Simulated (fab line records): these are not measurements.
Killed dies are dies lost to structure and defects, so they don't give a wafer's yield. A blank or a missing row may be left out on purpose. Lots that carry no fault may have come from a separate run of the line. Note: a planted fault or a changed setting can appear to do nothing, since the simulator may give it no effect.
What tool caused it? || flow n5-finfet || Sampling: 24 lots, 72 wafers, 5 of 1938 route steps

WHAT THE GAUGES READ, wafer by wafer
N5_BEOL_M15_OVL_MEAS_29. Usual: for M15_OVL the level is 0 nm and the standard deviation is 4.3.
{"lot": "L074", "measured": "day 11 10:17", "on": "overlay-01", "M15_OVL (nm)": "7 3 7", "flag": ""}
{"lot": "L075", "measured": "day 11 11:28", "on": "overlay-02", "M15_OVL (nm)": "-4 4 -3", "flag": ""}
{"lot": "L076", "measured": "day 11 18:52", "on": "overlay-01", "M15_OVL (nm)": "-4 -5 -4", "flag": ""}
{"lot": "L077", "measured": "day 12 00:10", "on": "overlay-02", "M15_OVL (nm)": "2 0 -4", "flag": ""}
{"lot": "L078", "measured": "day 12 14:13", "on": "overlay-02", "M15_OVL (nm)": "-1 1 1", "flag": ""}
{"lot": "L079", "measured": "day 12 19:23", "on": "overlay-01", "M15_OVL (nm)": "1 3 3", "flag": ""}
{"lot": "L080", "measured": "day 13 00:41", "on": "overlay-01", "M15_OVL (nm)": "3 -3 4", "flag": ""}
{"lot": "L081", "measured": "day 13 16:12", "on": "overlay-01", "M15_OVL (nm)": "-4 -9 -10", "flag": ""}
{"lot": "L082", "measured": "day 13 21:59", "on": "overlay-01", "M15_OVL (nm)": "-2 1 -2", "flag": ""}
{"lot": "L083", "measured": "day 14 01:11", "on": "overlay-02", "M15_OVL (nm)": "3 6 14", "flag": ""}
{"lot": "L084", "measured": "day 14 04:55", "on": "overlay-01", "M15_OVL (nm)": "-1 -2 -4", "flag": ""}
{"lot": "L085", "measured": "day 14 06:10", "on": "overlay-02", "M15_OVL (nm)": "2 -6 -5", "flag": ""}
{"lot": "L086", "measured": "day 14 21:52", "on": "overlay-01", "M15_OVL (nm)": "3 -2 -3", "flag": ""}
{"lot": "L088", "measured": "day 15 03:40", "on": "overlay-01", "M15_OVL (nm)": "-3 -4 4", "flag": ""}
{"lot": "L087", "measured": "day 15 08:40", "on": "overlay-01", "M15_OVL (nm)": "0 2 5", "flag": ""}
{"lot": "L089", "measured": "day 15 22:41", "on": "overlay-01", "M15_OVL (nm)": "0 5 4", "flag": ""}
{"lot": "L090", "measured": "day 16 01:53", "on": "overlay-02", "M15_OVL (nm)": "-1 5 -6", "flag": ""}
{"lot": "L091", "measured": "day 16 04:47", "on": "overlay-02", "M15_OVL (nm)": "-8 1 6", "flag": ""}
{"lot": "L092", "measured": "day 16 16:05", "on": "overlay-01", "M15_OVL (nm)": "-4 3 -5", "flag": ""}
{"lot": "L094", "measured": "day 16 23:28", "on": "overlay-01", "M15_OVL (nm)": "-2 1 2", "flag": ""}
{"lot": "L095", "measured": "day 16 23:41", "on": "overlay-01", "M15_OVL (nm)": "-1 11 -4", "flag": ""}
{"lot": "L093", "measured": "day 17 05:55", "on": "overlay-01", "M15_OVL (nm)": "-8 -4 -2", "flag": ""}
{"lot": "L096", "measured": "day 17 15:52", "on": "overlay-02", "M15_OVL (nm)": "8 -1 5", "flag": ""}
{"lot": "L097", "measured": "day 18 05:59", "on": "overlay-02", "M15_OVL (nm)": "-1 2 3", "flag": ""}

N5_BEOL_M15_RS_MEAS_54: a four-point-probe measurement. Usual: for M15_RS the level is 0.0217 ohm/sq and the standard deviation is 0.00047.
{"lot": "L074", "measured": "day 11 14:17", "on": "film-metro-01", "M15_RS (ohm/sq)": "0.0216 0.0220 0.0215", "flag": ""}
{"lot": "L075", "measured": "day 11 14:42", "on": "film-metro-02", "M15_RS (ohm/sq)": "0.0217 0.0207 0.0219", "flag": ""}
{"lot": "L076", "measured": "day 11 21:22", "on": "film-metro-02", "M15_RS (ohm/sq)": "0.0217 0.0215 0.0204", "flag": ""}
{"lot": "L077", "measured": "day 12 05:31", "on": "film-metro-02", "M15_RS (ohm/sq)": "0.0221 0.0216 0.0217", "flag": ""}
{"lot": "L078", "measured": "day 12 20:08", "on": "film-metro-02", "M15_RS (ohm/sq)": "0.0217 0.0223 0.0219", "flag": ""}
{"lot": "L079", "measured": "day 12 22:50", "on": "film-metro-02", "M15_RS (ohm/sq)": "0.0222 0.0220 0.0222", "flag": ""}
{"lot": "L080", "measured": "day 13 06:48", "on": "film-metro-02", "M15_RS (ohm/sq)": "0.0213 0.0217 0.0208", "flag": ""}
{"lot": "L081", "measured": "day 13 22:10", "on": "film-metro-01", "M15_RS (ohm/sq)": "0.0218 0.0215 0.0216", "flag": ""}
{"lot": "L082", "measured": "day 14 02:43", "on": "film-metro-02", "M15_RS (ohm/sq)": "0.0222 0.0216 0.0215", "flag": ""}
{"lot": "L083", "measured": "day 14 04:04", "on": "film-metro-02", "M15_RS (ohm/sq)": "0.0217 0.0221 0.0222", "flag": ""}
{"lot": "L084", "measured": "day 14 09:13", "on": "film-metro-02", "M15_RS (ohm/sq)": "0.0223 0.0224 0.0220", "flag": ""}
{"lot": "L085", "measured": "day 14 09:57", "on": "film-metro-01", "M15_RS (ohm/sq)": "0.0217 0.0222 0.0215", "flag": ""}
{"lot": "L086", "measured": "day 15 00:30", "on": "film-metro-01", "M15_RS (ohm/sq)": "0.0222 0.0212 0.0215", "flag": ""}
{"lot": "L088", "measured": "day 15 06:32", "on": "film-metro-02", "M15_RS (ohm/sq)": "0.0214 0.0208 0.0221", "flag": ""}
{"lot": "L087", "measured": "day 15 12:54", "on": "film-metro-01", "M15_RS (ohm/sq)": "0.0214 0.0214 0.0220", "flag": ""}
{"lot": "L089", "measured": "day 16 02:11", "on": "film-metro-02", "M15_RS (ohm/sq)": "0.0211 0.0223 0.0214", "flag": ""}
{"lot": "L090", "measured": "day 16 09:32", "on": "film-metro-02", "M15_RS (ohm/sq)": "0.0217 0.0218 0.0222", "flag": ""}
{"lot": "L091", "measured": "day 16 09:46", "on": "film-metro-02", "M15_RS (ohm/sq)": "0.0223 0.0223 0.0222", "flag": ""}
{"lot": "L092", "measured": "day 16 18:30", "on": "film-metro-01", "M15_RS (ohm/sq)": "0.0216 0.0210 0.0209", "flag": ""}
{"lot": "L094", "measured": "day 17 03:38", "on": "film-metro-02", "M15_RS (ohm/sq)": "0.0218 0.0212 0.0209", "flag": ""}
{"lot": "L095", "measured": "day 17 04:17", "on": "film-metro-01", "M15_RS (ohm/sq)": "0.0220 0.0219 0.0211", "flag": ""}
{"lot": "L093", "measured": "day 17 08:52", "on": "film-metro-02", "M15_RS (ohm/sq)": "0.0210 0.0209 0.0208", "flag": ""}
{"lot": "L096", "measured": "day 17 23:31", "on": "film-metro-02", "M15_RS (ohm/sq)": "0.0212 0.0213 0.0210", "flag": ""}
{"lot": "L097", "measured": "day 18 09:26", "on": "film-metro-02", "M15_RS (ohm/sq)": "0.0212 0.0219 0.0219", "flag": ""}

N5_MIM_BOT_LITHO_CD_MEAS_08: target cd 3000 nm. Usual: cd-nm 2999.5 nm, standard deviation 2.6.
{"lot": "L074", "measured": "day 11 17:49", "on": "cd-sem-03", "cd-nm (nm)": "3001.8 3004.0 2998.8", "flag": ""}
{"lot": "L075", "measured": "day 11 17:59", "on": "cd-sem-03", "cd-nm (nm)": "2997.9 2996.2 2998.9", "flag": ""}
{"lot": "L076", "measured": "day 12 06:38", "on": "cd-sem-01", "cd-nm (nm)": "2999.6 2999.5 3000.8", "flag": ""}
{"lot": "L077", "measured": "day 12 10:32", "on": "cd-sem-03", "cd-nm (nm)": "2998.4 2998.4 2997.5", "flag": ""}
{"lot": "L078", "measured": "day 13 01:31", "on": "cd-sem-01", "cd-nm (nm)": "2999.1 2999.2 2998.8", "flag": ""}
{"lot": "L079", "measured": "day 13 02:15", "on": "cd-sem-03", "cd-nm (nm)": "2999.1 3003.4 3001.3", "flag": ""}
{"lot": "L080", "measured": "day 13 13:22", "on": "cd-sem-01", "cd-nm (nm)": "2996.5 2999.5 3001.6", "flag": ""}
{"lot": "L081", "measured": "day 14 02:58", "on": "cd-sem-03", "cd-nm (nm)": "3002.8 3001.8 3000.7", "flag": ""}
{"lot": "L082", "measured": "day 14 07:43", "on": "cd-sem-01", "cd-nm (nm)": "3003.6 3000.0 2999.7", "flag": ""}
{"lot": "L083", "measured": "day 14 09:58", "on": "cd-sem-02", "cd-nm (nm)": "3002.7 2999.5 3002.2", "flag": ""}
{"lot": "L084", "measured": "day 14 13:34", "on": "cd-sem-01", "cd-nm (nm)": "2994.6 3002.8 3000.8", "flag": ""}
{"lot": "L085", "measured": "day 14 13:43", "on": "cd-sem-02", "cd-nm (nm)": "2995.2 2997.9 2996.9", "flag": ""}
{"lot": "L086", "measured": "day 15 06:55", "on": "cd-sem-03", "cd-nm (nm)": "2998.2 2998.3 2996.9", "flag": ""}
{"lot": "L088", "measured": "day 15 12:08", "on": "cd-sem-02", "cd-nm (nm)": "2994.9 2997.2 2995.3", "flag": ""}
{"lot": "L087", "measured": "day 15 16:56", "on": "cd-sem-03", "cd-nm (nm)": "2996.2 2999.4 2996.7", "flag": ""}
{"lot": "L089", "measured": "day 16 15:03", "on": "cd-sem-02", "cd-nm (nm)": "3004.0 3002.0 3000.6", "flag": ""}
{"lot": "L090", "measured": "day 16 15:16", "on": "cd-sem-03", "cd-nm (nm)": "3001.1 2997.8 2996.8", "flag": ""}
{"lot": "L091", "measured": "day 16 15:19", "on": "cd-sem-02", "cd-nm (nm)": "3000.2 2998.9 2997.2", "flag": ""}
{"lot": "L092", "measured": "day 16 22:16", "on": "cd-sem-01", "cd-nm (nm)": "2996.7 2996.4 2996.8", "flag": ""}
{"lot": "L094", "measured": "day 17 08:41", "on": "cd-sem-03", "cd-nm (nm)": "3002.3 3001.6 2997.1", "flag": ""}
{"lot": "L095", "measured": "day 17 09:31", "on": "cd-sem-01", "cd-nm (nm)": "3000.1 3004.1 3000.6", "flag": ""}
{"lot": "L093", "measured": "day 17 13:49", "on": "cd-sem-01", "cd-nm (nm)": "3001.0 2995.9 3000.7", "flag": ""}
{"lot": "L096", "measured": "day 18 03:31", "on": "cd-sem-03", "cd-nm (nm)": "3004.6 2999.2 3002.1", "flag": ""}
{"lot": "L097", "measured": "day 18 14:49", "on": "cd-sem-01", "cd-nm (nm)": "2998.4 2997.7 2996.8", "flag": ""}

WHICH TOOL RAN EACH LOT (tool, then ch and the chambers of the sampled wafers, then the start)
{"lot": "L074", "N5_BEOL_M15_ETCH_57": "rie-diel-06 ch 1,3, day 11 09:21", "N5_MIM_TOP_ETCH_STRIP_01": "rie-diel-06 ch 0,2,3, day 11 17:15"}
{"lot": "L075", "N5_BEOL_M15_ETCH_57": "rie-diel-06 ch 1,2,3, day 11 10:39", "N5_MIM_TOP_ETCH_STRIP_01": "rie-diel-03 ch 0,1,3, day 11 17:25"}
{"lot": "L076", "N5_BEOL_M15_ETCH_57": "rie-diel-03 ch 0,1,3, day 11 17:57", "N5_MIM_TOP_ETCH_STRIP_01": "rie-diel-06 ch 0,1,2, day 12 06:05"}
{"lot": "L077", "N5_BEOL_M15_ETCH_57": "rie-diel-06 ch 1,2, day 11 23:22", "N5_MIM_TOP_ETCH_STRIP_01": "rie-diel-06 ch 0,3, day 12 09:59"}
{"lot": "L078", "N5_BEOL_M15_ETCH_57": "rie-diel-03 ch 0,1,3, day 12 13:25", "N5_MIM_TOP_ETCH_STRIP_01": "rie-diel-05 ch 0,2, day 13 00:58"}
{"lot": "L079", "N5_BEOL_M15_ETCH_57": "rie-diel-03 ch 0,1,2, day 12 18:27", "N5_MIM_TOP_ETCH_STRIP_01": "rie-diel-05 ch 2,3, day 13 01:49"}
{"lot": "L080", "N5_BEOL_M15_ETCH_57": "rie-diel-06 ch 1,2,3, day 12 23:45", "N5_MIM_TOP_ETCH_STRIP_01": "rie-diel-06 ch 1,2,3, day 13 12:57"}
{"lot": "L081", "N5_BEOL_M15_ETCH_57": "rie-diel-03 ch 0,1,2, day 13 15:16", "N5_MIM_TOP_ETCH_STRIP_01": "rie-diel-06 ch 0,1,2, day 14 02:25"}
{"lot": "L082", "N5_BEOL_M15_ETCH_57": "rie-diel-06 ch 0,1,3, day 13 21:11", "N5_MIM_TOP_ETCH_STRIP_01": "rie-diel-03 ch 0,3, day 14 07:17"}
{"lot": "L083", "N5_BEOL_M15_ETCH_57": "rie-diel-03 ch 2,3, day 14 00:14", "N5_MIM_TOP_ETCH_STRIP_01": "rie-diel-03 ch 0,2,3, day 14 09:32"}
{"lot": "L084", "N5_BEOL_M15_ETCH_57": "rie-diel-06 ch 0,1,2, day 14 03:59", "N5_MIM_TOP_ETCH_STRIP_01": "rie-diel-06 ch 0,1,2, day 14 13:01"}
{"lot": "L085", "N5_BEOL_M15_ETCH_57": "rie-diel-03 ch 2,3, day 14 05:22", "N5_MIM_TOP_ETCH_STRIP_01": "rie-diel-03 ch 2,3, day 14 13:02"}
{"lot": "L086", "N5_BEOL_M15_ETCH_57": "rie-diel-06 ch 0,2, day 14 20:56", "N5_MIM_TOP_ETCH_STRIP_01": "rie-diel-05 ch 1,2,3, day 15 06:22"}
{"lot": "L088", "N5_BEOL_M15_ETCH_57": "rie-diel-03 ch 0,1,3, day 15 02:44", "N5_MIM_TOP_ETCH_STRIP_01": "rie-diel-06 ch 2,3, day 15 11:35"}
{"lot": "L087", "N5_BEOL_M15_ETCH_57": "rie-diel-03 ch 0,2, day 15 07:44", "N5_MIM_TOP_ETCH_STRIP_01": "rie-diel-05 ch 0,1,3, day 15 16:23"}
{"lot": "L089", "N5_BEOL_M15_ETCH_57": "rie-diel-05 ch 1,3, day 15 21:44", "N5_MIM_TOP_ETCH_STRIP_01": "rie-diel-06 ch 1,2, day 16 14:35"}
{"lot": "L090", "N5_BEOL_M15_ETCH_57": "rie-diel-03 ch 1,2,3, day 16 01:05", "N5_MIM_TOP_ETCH_STRIP_01": "rie-diel-03 ch 0,2,3, day 16 14:50"}
{"lot": "L091", "N5_BEOL_M15_ETCH_57": "rie-diel-05 ch 1,3, day 16 03:58", "N5_MIM_TOP_ETCH_STRIP_01": "rie-diel-03 ch 0,2,3, day 16 14:53"}
{"lot": "L092", "N5_BEOL_M15_ETCH_57": "rie-diel-06 ch 1,2, day 16 15:09", "N5_MIM_TOP_ETCH_STRIP_01": "rie-diel-06 ch 1,2,3, day 16 21:50"}
{"lot": "L094", "N5_BEOL_M15_ETCH_57": "rie-diel-05 ch 0,1,3, day 16 22:40", "N5_MIM_TOP_ETCH_STRIP_01": "rie-diel-06 ch 0,1,3, day 17 08:07"}
{"lot": "L095", "N5_BEOL_M15_ETCH_57": "rie-diel-06 ch 1,2, day 16 22:53", "N5_MIM_TOP_ETCH_STRIP_01": "rie-diel-05 ch 0,1,3, day 17 09:04"}
{"lot": "L093", "N5_BEOL_M15_ETCH_57": "rie-diel-03 ch 1,2,3, day 17 05:07", "N5_MIM_TOP_ETCH_STRIP_01": "rie-diel-06 ch 0,1,2, day 17 13:15"}
{"lot": "L096", "N5_BEOL_M15_ETCH_57": "rie-diel-05 ch 0,3, day 17 14:56", "N5_MIM_TOP_ETCH_STRIP_01": "rie-diel-05 ch 0,1,2, day 18 02:57"}
{"lot": "L097", "N5_BEOL_M15_ETCH_57": "rie-diel-06 ch 1,3, day 18 05:11", "N5_MIM_TOP_ETCH_STRIP_01": "rie-diel-03 ch 0,1,2, day 18 14:24"}
- N5_BEOL_M15_ETCH_57: etches SOC in N2/H2, time 750 s.
- N5_MIM_TOP_ETCH_STRIP_01: strips in O2.

AS READ BY THE TOOLS THEMSELVES (means over the sampled wafers that have a number; for cases with no such wafer, the mark the record gives instead)
N5_BEOL_M15_ETCH_57. Usual: drypump-motor-current-A 5.9 A, standard deviation 0.47; h2-flow-sccm 200.0 sccm, standard deviation 0.53; oes-product-au 0.77 a.u., standard deviation 0.11; rf-vpp-V 524.4 V, standard deviation 2.5; showerhead-plenum-p-Torr 2.57 Torr, standard deviation 0.083; throttle-valve-pct 17.9 %, standard deviation 0.3.
{"lot": "L074", "tool": "rie-diel-06", "drypump-motor-current-A (A)": 5.5, "h2-flow-sccm (sccm)": 200.3, "oes-product-au (a.u.)": 0.69, "rf-vpp-V (V)": 523.9, "showerhead-plenum-p-Torr (Torr)": 2.54, "throttle-valve-pct (%)": 17.6, "flag": ""}
{"lot": "L075", "tool": "rie-diel-06", "drypump-motor-current-A (A)": 5.9, "h2-flow-sccm (sccm)": 200.5, "oes-product-au (a.u.)": 0.71, "rf-vpp-V (V)": 522.5, "showerhead-plenum-p-Torr (Torr)": 2.48, "throttle-valve-pct (%)": 17.7, "flag": ""}
{"lot": "L076", "tool": "rie-diel-03", "drypump-motor-current-A (A)": 6.1, "h2-flow-sccm (sccm)": 200.4, "oes-product-au (a.u.)": 0.68, "rf-vpp-V (V)": 525.1, "showerhead-plenum-p-Torr (Torr)": 2.64, "throttle-valve-pct (%)": 18.2, "flag": ""}
{"lot": "L077", "tool": "rie-diel-06", "drypump-motor-current-A (A)": 6.4, "h2-flow-sccm (sccm)": 200.3, "oes-product-au (a.u.)": 0.73, "rf-vpp-V (V)": 522.3, "showerhead-plenum-p-Torr (Torr)": 2.49, "throttle-valve-pct (%)": 17.8, "flag": ""}
{"lot": "L078", "tool": "rie-diel-03", "drypump-motor-current-A (A)": 6.1, "h2-flow-sccm (sccm)": 199.9, "oes-product-au (a.u.)": 0.67, "rf-vpp-V (V)": 525.4, "showerhead-plenum-p-Torr (Torr)": 2.63, "throttle-valve-pct (%)": 18.2, "flag": ""}
{"lot": "L079", "tool": "rie-diel-03", "drypump-motor-current-A (A)": 6.0, "h2-flow-sccm (sccm)": 199.9, "oes-product-au (a.u.)": 0.70, "rf-vpp-V (V)": 524.6, "showerhead-plenum-p-Torr (Torr)": 2.61, "throttle-valve-pct (%)": 18.1, "flag": ""}
{"lot": "L080", "tool": "rie-diel-06", "drypump-motor-current-A (A)": 5.9, "h2-flow-sccm (sccm)": 200.6, "oes-product-au (a.u.)": 0.71, "rf-vpp-V (V)": 522.2, "showerhead-plenum-p-Torr (Torr)": 2.48, "throttle-valve-pct (%)": 17.8, "flag": ""}
{"lot": "L081", "tool": "rie-diel-03", "drypump-motor-current-A (A)": 6.0, "h2-flow-sccm (sccm)": 199.8, "oes-product-au (a.u.)": 0.70, "rf-vpp-V (V)": 524.8, "showerhead-plenum-p-Torr (Torr)": 2.61, "throttle-valve-pct (%)": 18.1, "flag": ""}
{"lot": "L082", "tool": "rie-diel-06", "drypump-motor-current-A (A)": 5.5, "h2-flow-sccm (sccm)": 200.0, "oes-product-au (a.u.)": 0.68, "rf-vpp-V (V)": 523.5, "showerhead-plenum-p-Torr (Torr)": 2.53, "throttle-valve-pct (%)": 17.7, "flag": ""}
{"lot": "L083", "tool": "rie-diel-03", "drypump-motor-current-A (A)": 5.8, "h2-flow-sccm (sccm)": 200.0, "oes-product-au (a.u.)": 0.90, "rf-vpp-V (V)": 524.9, "showerhead-plenum-p-Torr (Torr)": 2.61, "throttle-valve-pct (%)": 18.1, "flag": ""}
{"lot": "L084", "tool": "rie-diel-06", "drypump-motor-current-A (A)": 6.1, "h2-flow-sccm (sccm)": 200.6, "oes-product-au (a.u.)": 0.70, "rf-vpp-V (V)": 524.4, "showerhead-plenum-p-Torr (Torr)": 2.55, "throttle-valve-pct (%)": 17.8, "flag": ""}
{"lot": "L085", "tool": "rie-diel-03", "drypump-motor-current-A (A)": 5.8, "h2-flow-sccm (sccm)": 200.0, "oes-product-au (a.u.)": 0.89, "rf-vpp-V (V)": 526.1, "showerhead-plenum-p-Torr (Torr)": 2.61, "throttle-valve-pct (%)": 18.1, "flag": ""}
{"lot": "L086", "tool": "rie-diel-06", "drypump-motor-current-A (A)": 6.4, "h2-flow-sccm (sccm)": 199.0, "oes-product-au (a.u.)": 0.72, "rf-vpp-V (V)": 521.8, "showerhead-plenum-p-Torr (Torr)": 2.49, "throttle-valve-pct (%)": 17.9, "flag": ""}
{"lot": "L088", "tool": "rie-diel-03", "drypump-motor-current-A (A)": 6.1, "h2-flow-sccm (sccm)": 199.8, "oes-product-au (a.u.)": 0.85, "rf-vpp-V (V)": 526.0, "showerhead-plenum-p-Torr (Torr)": 2.63, "throttle-valve-pct (%)": 18.0, "flag": ""}
{"lot": "L087", "tool": "rie-diel-03", "drypump-motor-current-A (A)": 5.8, "h2-flow-sccm (sccm)": 200.0, "oes-product-au (a.u.)": 0.69, "rf-vpp-V (V)": 524.9, "showerhead-plenum-p-Torr (Torr)": 2.61, "throttle-valve-pct (%)": 18.1, "flag": ""}
{"lot": "L089", "tool": "rie-diel-05", "drypump-motor-current-A (A)": 5.4, "h2-flow-sccm (sccm)": 199.9, "oes-product-au (a.u.)": 0.74, "rf-vpp-V (V)": 524.5, "showerhead-plenum-p-Torr (Torr)": 2.59, "throttle-valve-pct (%)": 18.0, "flag": ""}
{"lot": "L090", "tool": "rie-diel-03", "drypump-motor-current-A (A)": 6.0, "h2-flow-sccm (sccm)": 199.9, "oes-product-au (a.u.)": 0.85, "rf-vpp-V (V)": 523.8, "showerhead-plenum-p-Torr (Torr)": 2.60, "throttle-valve-pct (%)": 18.0, "flag": ""}
{"lot": "L091", "tool": "rie-diel-05", "drypump-motor-current-A (A)": 5.4, "h2-flow-sccm (sccm)": 199.7, "oes-product-au (a.u.)": 0.74, "rf-vpp-V (V)": 524.8, "showerhead-plenum-p-Torr (Torr)": 2.59, "throttle-valve-pct (%)": 18.0, "flag": ""}
{"lot": "L092", "tool": "rie-diel-06", "drypump-motor-current-A (A)": 6.0, "h2-flow-sccm (sccm)": 200.1, "oes-product-au (a.u.)": 0.87, "rf-vpp-V (V)": 523.1, "showerhead-plenum-p-Torr (Torr)": 2.53, "throttle-valve-pct (%)": 17.5, "flag": ""}
{"lot": "L094", "tool": "rie-diel-05", "drypump-motor-current-A (A)": 5.5, "h2-flow-sccm (sccm)": 200.3, "oes-product-au (a.u.)": 0.75, "rf-vpp-V (V)": 525.2, "showerhead-plenum-p-Torr (Torr)": 2.58, "throttle-valve-pct (%)": 17.8, "flag": ""}
{"lot": "L095", "tool": "rie-diel-06", "drypump-motor-current-A (A)": 6.0, "h2-flow-sccm (sccm)": 199.6, "oes-product-au (a.u.)": 0.87, "rf-vpp-V (V)": 523.7, "showerhead-plenum-p-Torr (Torr)": 2.53, "throttle-valve-pct (%)": 17.5, "flag": ""}
{"lot": "L093", "tool": "rie-diel-03", "drypump-motor-current-A (A)": 6.0, "h2-flow-sccm (sccm)": 199.8, "oes-product-au (a.u.)": 0.84, "rf-vpp-V (V)": 524.1, "showerhead-plenum-p-Torr (Torr)": 2.60, "throttle-valve-pct (%)": 18.0, "flag": ""}
{"lot": "L096", "tool": "rie-diel-05", "drypump-motor-current-A (A)": 5.8, "h2-flow-sccm (sccm)": 200.1, "oes-product-au (a.u.)": 0.80, "rf-vpp-V (V)": 523.8, "showerhead-plenum-p-Torr (Torr)": 2.53, "throttle-valve-pct (%)": 17.7, "flag": ""}
{"lot": "L097", "tool": "rie-diel-06", "drypump-motor-current-A (A)": 5.4, "h2-flow-sccm (sccm)": 200.0, "oes-product-au (a.u.)": 0.91, "rf-vpp-V (V)": 528.0, "showerhead-plenum-p-Torr (Torr)": 2.66, "throttle-valve-pct (%)": 17.2, "flag": ""}

N5_MIM_TOP_ETCH_STRIP_01. Usual: drypump-motor-current-A 5.8 A, standard deviation 0.49; oes-product-au 0.78 a.u., standard deviation 0.11; rf-vpp-V 3.7 V, standard deviation 1.5; showerhead-plenum-p-Torr 2.12 Torr, standard deviation 0.069; throttle-valve-pct 16.68 %, standard deviation 0.24.
{"lot": "L074", "tool": "rie-diel-06", "drypump-motor-current-A (A)": 5.9, "oes-product-au (a.u.)": 0.72, "rf-vpp-V (V)": 3.1, "showerhead-plenum-p-Torr (Torr)": 2.07, "throttle-valve-pct (%)": 16.81, "flag": ""}
{"lot": "L075", "tool": "rie-diel-03", "drypump-motor-current-A (A)": 6.1, "oes-product-au (a.u.)": 0.67, "rf-vpp-V (V)": 5.0, "showerhead-plenum-p-Torr (Torr)": 2.15, "throttle-valve-pct (%)": 16.87, "flag": ""}
{"lot": "L076", "tool": "rie-diel-06", "drypump-motor-current-A (A)": 6.0, "oes-product-au (a.u.)": 0.69, "rf-vpp-V (V)": 2.6, "showerhead-plenum-p-Torr (Torr)": 2.13, "throttle-valve-pct (%)": 16.79, "flag": ""}
{"lot": "L077", "tool": "rie-diel-06", "drypump-motor-current-A (A)": 5.4, "oes-product-au (a.u.)": 0.70, "rf-vpp-V (V)": 3.7, "showerhead-plenum-p-Torr (Torr)": 2.06, "throttle-valve-pct (%)": 16.84, "flag": ""}
{"lot": "L078", "tool": "rie-diel-05", "drypump-motor-current-A (A)": 5.6, "oes-product-au (a.u.)": 0.72, "rf-vpp-V (V)": 4.2, "showerhead-plenum-p-Torr (Torr)": 2.17, "throttle-valve-pct (%)": 16.55, "flag": ""}
{"lot": "L079", "tool": "rie-diel-05", "drypump-motor-current-A (A)": 6.3, "oes-product-au (a.u.)": 0.78, "rf-vpp-V (V)": 4.7, "showerhead-plenum-p-Torr (Torr)": 2.14, "throttle-valve-pct (%)": 16.61, "flag": ""}
{"lot": "L080", "tool": "rie-diel-06", "drypump-motor-current-A (A)": 5.9, "oes-product-au (a.u.)": 0.71, "rf-vpp-V (V)": 3.6, "showerhead-plenum-p-Torr (Torr)": 2.06, "throttle-valve-pct (%)": 16.79, "flag": ""}
{"lot": "L081", "tool": "rie-diel-06", "drypump-motor-current-A (A)": 6.1, "oes-product-au (a.u.)": 0.69, "rf-vpp-V (V)": 2.8, "showerhead-plenum-p-Torr (Torr)": 2.12, "throttle-valve-pct (%)": 16.78, "flag": ""}
{"lot": "L082", "tool": "rie-diel-03", "drypump-motor-current-A (A)": 5.9, "oes-product-au (a.u.)": 0.87, "rf-vpp-V (V)": 3.1, "showerhead-plenum-p-Torr (Torr)": 2.14, "throttle-valve-pct (%)": 16.67, "flag": ""}
{"lot": "L083", "tool": "rie-diel-03", "drypump-motor-current-A (A)": 5.8, "oes-product-au (a.u.)": 0.79, "rf-vpp-V (V)": 3.3, "showerhead-plenum-p-Torr (Torr)": 2.13, "throttle-valve-pct (%)": 16.81, "flag": ""}
{"lot": "L084", "tool": "rie-diel-06", "drypump-motor-current-A (A)": 6.0, "oes-product-au (a.u.)": 0.70, "rf-vpp-V (V)": 3.5, "showerhead-plenum-p-Torr (Torr)": 2.12, "throttle-valve-pct (%)": 16.77, "flag": ""}
{"lot": "L085", "tool": "rie-diel-03", "drypump-motor-current-A (A)": 5.7, "oes-product-au (a.u.)": 0.80, "rf-vpp-V (V)": 2.9, "showerhead-plenum-p-Torr (Torr)": 2.13, "throttle-valve-pct (%)": 16.92, "flag": ""}
{"lot": "L086", "tool": "rie-diel-05", "drypump-motor-current-A (A)": 5.8, "oes-product-au (a.u.)": 0.75, "rf-vpp-V (V)": 3.4, "showerhead-plenum-p-Torr (Torr)": 2.13, "throttle-valve-pct (%)": 16.69, "flag": ""}
{"lot": "L088", "tool": "rie-diel-06", "drypump-motor-current-A (A)": 5.7, "oes-product-au (a.u.)": 0.90, "rf-vpp-V (V)": 1.9, "showerhead-plenum-p-Torr (Torr)": 2.17, "throttle-valve-pct (%)": 16.45, "flag": ""}
{"lot": "L087", "tool": "rie-diel-05", "drypump-motor-current-A (A)": 5.5, "oes-product-au (a.u.)": 0.76, "rf-vpp-V (V)": 3.8, "showerhead-plenum-p-Torr (Torr)": 2.13, "throttle-valve-pct (%)": 16.65, "flag": ""}
{"lot": "L089", "tool": "rie-diel-06", "drypump-motor-current-A (A)": 6.4, "oes-product-au (a.u.)": 0.80, "rf-vpp-V (V)": 4.6, "showerhead-plenum-p-Torr (Torr)": 2.06, "throttle-valve-pct (%)": 16.64, "flag": ""}
{"lot": "L090", "tool": "rie-diel-03", "drypump-motor-current-A (A)": 5.8, "oes-product-au (a.u.)": 0.78, "rf-vpp-V (V)": 4.7, "showerhead-plenum-p-Torr (Torr)": 2.13, "throttle-valve-pct (%)": 16.84, "flag": ""}
{"lot": "L091", "tool": "rie-diel-03", "drypump-motor-current-A (A)": 5.8, "oes-product-au (a.u.)": 0.77, "rf-vpp-V (V)": 3.2, "showerhead-plenum-p-Torr (Torr)": 2.13, "throttle-valve-pct (%)": 16.85, "flag": ""}
{"lot": "L092", "tool": "rie-diel-06", "drypump-motor-current-A (A)": 5.9, "oes-product-au (a.u.)": 0.87, "rf-vpp-V (V)": 3.7, "showerhead-plenum-p-Torr (Torr)": 2.14, "throttle-valve-pct (%)": 16.49, "flag": ""}
{"lot": "L094", "tool": "rie-diel-06", "drypump-motor-current-A (A)": 5.6, "oes-product-au (a.u.)": 0.93, "rf-vpp-V (V)": 2.8, "showerhead-plenum-p-Torr (Torr)": 2.20, "throttle-valve-pct (%)": 16.35, "flag": ""}
{"lot": "L095", "tool": "rie-diel-05", "drypump-motor-current-A (A)": 5.5, "oes-product-au (a.u.)": 0.73, "rf-vpp-V (V)": 3.9, "showerhead-plenum-p-Torr (Torr)": 2.12, "throttle-valve-pct (%)": 16.65, "flag": ""}
{"lot": "L093", "tool": "rie-diel-06", "drypump-motor-current-A (A)": 6.0, "oes-product-au (a.u.)": 0.86, "rf-vpp-V (V)": 4.9, "showerhead-plenum-p-Torr (Torr)": 2.11, "throttle-valve-pct (%)": 16.49, "flag": ""}
{"lot": "L096", "tool": "rie-diel-05", "drypump-motor-current-A (A)": 5.6, "oes-product-au (a.u.)": 0.89, "rf-vpp-V (V)": 3.3, "showerhead-plenum-p-Torr (Torr)": 2.15, "throttle-valve-pct (%)": 16.41, "flag": ""}
{"lot": "L097", "tool": "rie-diel-03", "drypump-motor-current-A (A)": 6.0, "oes-product-au (a.u.)": 0.85, "rf-vpp-V (V)": 3.8, "showerhead-plenum-p-Torr (Torr)": 2.12, "throttle-valve-pct (%)": 16.63, "flag": ""}

THE ANSWER, worked out from the rows above alone
Rule: take the mean of a lot's wafers that have a number; if it is more than 3 standard deviations from the usual mean, the lot is off. A lot without any number at a reading at which 4 lots or more have one is off too. Where the step has rows for the other lots, those lots are counted as sound. The gauges are gone through in route order, then the tools' own readings, and for those a lot's mean is taken as printed above. The first step at which some lot is off is used, and at that step the reading that is off furthest; a lot without a number counts as furthest.
No lot is off at any reading shown: from this, nothing can be told.

WHAT WAS PUT IN BY THE SIMULATOR
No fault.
